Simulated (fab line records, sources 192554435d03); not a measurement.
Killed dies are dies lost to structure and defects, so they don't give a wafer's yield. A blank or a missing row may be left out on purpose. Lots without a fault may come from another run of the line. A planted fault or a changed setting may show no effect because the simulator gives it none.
Split-lot experiment | flow n5_finfet | 7 lots, 39 wafers read, on a route of 1938 steps

THE SPLIT
At N5_ZERO_LAYER_PECVD_02 (deposits SiO2 from SiH4/N2O, target thk 10 nm, time 6 s), the setting time_s was moved away from the recipe's 6 s on 6 of the 39 wafers read, by -34.6% to -19.8%. The other wafers ran this setting at the recipe's value.

The reading is taken at the split's own step.

THE READING
SiO2_of_ZERO_LAYER_PECVD_02.thk_nm (the simulator's own value, which no gauge read), in nm, at N5_ZERO_LAYER_PECVD_02 (deposits SiO2 from SiH4/N2O, target thk 10 nm, time 6 s). The file gives no usual value for it. The 33 wafers here that ran the recipe average 9.972 nm, standard deviation 0.15 nm.

wafer  | tool, chamber at the split | time_s as run, s | against the recipe | SiO2_of_ZERO_LAYER_PECVD_02.thk_nm, nm | against lot-mates on the recipe
L079.1 | pecvd-02, 1                | 6                | recipe             | 9.798                                  | -
L079.2 | pecvd-02, 0                | 3.926            | -34.6%             | 6.51                                   | -3.463
L079.3 | pecvd-02, 1                | 6                | recipe             | 10.09                                  | -
L079.4 | pecvd-02, 0                | 3.926            | -34.6%             | 6.746                                  | -3.227
L079.5 | pecvd-02, 0                | 3.926            | -34.6%             | 6.585                                  | -3.388
L079.6 | pecvd-02, 1                | 6                | recipe             | 10.03                                  | -
L084.1 | pecvd-04, 1                | 6                | recipe             | 9.831                                  | -
L084.2 | pecvd-04, 0                | 6                | recipe             | 9.83                                   | -
L084.3 | pecvd-04, 2                | 6                | recipe             | 9.755                                  | -
L084.4 | pecvd-04, 0                | 6                | recipe             | 9.777                                  | -
L084.5 | pecvd-04, 1                | 6                | recipe             | 10.18                                  | -
L084.6 | pecvd-04, 2                | 6                | recipe             | 9.867                                  | -
L088.1 | pecvd-02, 1                | 4.814            | -19.8%             | 8.062                                  | -2.081
L088.2 | pecvd-02, 2                | 4.814            | -19.8%             | 7.966                                  | -2.177
L088.3 | pecvd-02, 0                | 6                | recipe             | 9.908                                  | -
L088.4 | pecvd-02, 0                | 6                | recipe             | 10.28                                  | -
L088.5 | pecvd-02, 2                | 6                | recipe             | 10.24                                  | -
L088.6 | pecvd-02, 1                | 4.814            | -19.8%             | 8.167                                  | -1.976
L089.1 | pecvd-02, 2                | 6                | recipe             | 9.913                                  | -
L089.2 | pecvd-02, 1                | 6                | recipe             | 9.846                                  | -
L089.3 | pecvd-02, 0                | 6                | recipe             | 9.991                                  | -
L089.4 | pecvd-02, 0                | 6                | recipe             | 10.14                                  | -
L089.5 | pecvd-02, 2                | 6                | recipe             | 9.986                                  | -
L089.6 | pecvd-02, 1                | 6                | recipe             | 10.11                                  | -
L092.1 | pecvd-04, 2                | 6                | recipe             | 9.742                                  | -
L092.2 | pecvd-04, 1                | 6                | recipe             | 9.877                                  | -
L092.3 | pecvd-04, 0                | 6                | recipe             | 9.68                                   | -
L092.4 | pecvd-04, 2                | 6                | recipe             | 10.01                                  | -
L092.5 | pecvd-04, 0                | 6                | recipe             | 10                                     | -
L092.6 | pecvd-04, 1                | 6                | recipe             | 10.22                                  | -
L094.1 | pecvd-03, 1                | 6                | recipe             | 10.01                                  | -
L094.4 | pecvd-03, 1                | 6                | recipe             | 10                                     | -
L094.6 | pecvd-03, 0                | 6                | recipe             | 10.15                                  | -
L096.1 | pecvd-03, 1                | 6                | recipe             | 9.876                                  | -
L096.2 | pecvd-03, 2                | 6                | recipe             | 9.806                                  | -
L096.3 | pecvd-03, 0                | 6                | recipe             | 10.05                                  | -
L096.4 | pecvd-03, 2                | 6                | recipe             | 10.03                                  | -
L096.5 | pecvd-03, 0                | 6                | recipe             | 10.13                                  | -
L096.6 | pecvd-03, 1                | 6                | recipe             | 9.937                                  | -

THE FIT
A straight line over all 39 wafers: SiO2_of_ZERO_LAYER_PECVD_02.thk_nm changes by +0.097 nm for each +1% of time_s; r = +0.99; the points scatter about the line by 0.15 nm.
The same after taking each lot's own level away (the mean of its wafers on the recipe; 39 wafers): +0.099 nm for each +1%; r = +0.99; scatter 0.14 nm.
On that fit, the largest move of time_s shifts the reading by 3.4 nm.
The lots' own levels span 9.8733 to 10.1427 nm, that is 1.7 times the standard deviation above.
So the lot-to-lot level changes the slope little: the two slopes agree.
Check: with one of the wafers moved furthest among these (-34.6%) left out of the fit, the line predicts -3.41 nm for it against its lot-mates. It came out at -3.46 nm against them.

THE FILE'S OWN FIT
SiO2_of_ZERO_LAYER_PECVD_02.thk_nm changes by +0.0992 nm for each +1% of time_s, r = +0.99.
